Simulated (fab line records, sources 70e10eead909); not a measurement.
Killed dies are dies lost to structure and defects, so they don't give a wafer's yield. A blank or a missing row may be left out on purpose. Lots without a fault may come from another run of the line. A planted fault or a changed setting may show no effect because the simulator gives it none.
Which tool did it? | flow nand_harc | 11 lots, 33 wafers sampled, at 1 step of a route of 1302

WHAT THE GAUGES READ, wafer by wafer
NHARC_A_SGD_CUT_CD_MEAS_09: target cd 100 nm.
lot  | measured     | on        | cd_nm (nm)
L075 | day 19 05:01 | cd_sem-01 | 99.8 100.1 100.3
L077 | day 20 12:57 | cd_sem-01 | 100.1 99.7 100.2
L080 | day 21 05:52 | cd_sem-02 | 100.7 100.5 100.2
L082 | day 22 12:44 | cd_sem-02 | 100.0 100.3 100.1
L081 | day 22 13:28 | cd_sem-03 | 100.1 99.9 100.2
L086 | day 24 01:56 | cd_sem-02 | 100.3 100.0 99.3
L087 | day 24 11:29 | cd_sem-01 | 99.4 100.0 99.5
L088 | day 24 22:27 | cd_sem-03 | 99.5 99.9 99.7
L093 | day 27 07:38 | cd_sem-02 | 99.7 99.5 100.2
L097 | day 28 01:41 | cd_sem-02 | 99.5 100.0 99.8
L095 | day 28 04:38 | cd_sem-02 | 100.1 100.9 100.1

WHICH TOOL RAN EACH LOT (tool, then ch and the chambers of the sampled wafers, then the start)
The record holds no process step before these readings.

THE ANSWER, worked out from the rows above alone
Rule: what is usual is taken from the lots themselves. Put in order of their means at a reading, lots are off if they are a third of the lots or fewer, leave a main group of 4 or more, and stand apart from it by a gap of 3 or more times the standard deviation of the main group's means; of several such gaps the widest counts. A main group whose means are all the same, to the digits that the tables above print for the reading, isn't used. A lot without any number at a reading at which 4 lots or more have one is off too. The other lots that the step has rows for count as sound.
No lot is off at any reading shown: from this, nothing can be told.

WHAT THE SIMULATOR HAD PUT IN
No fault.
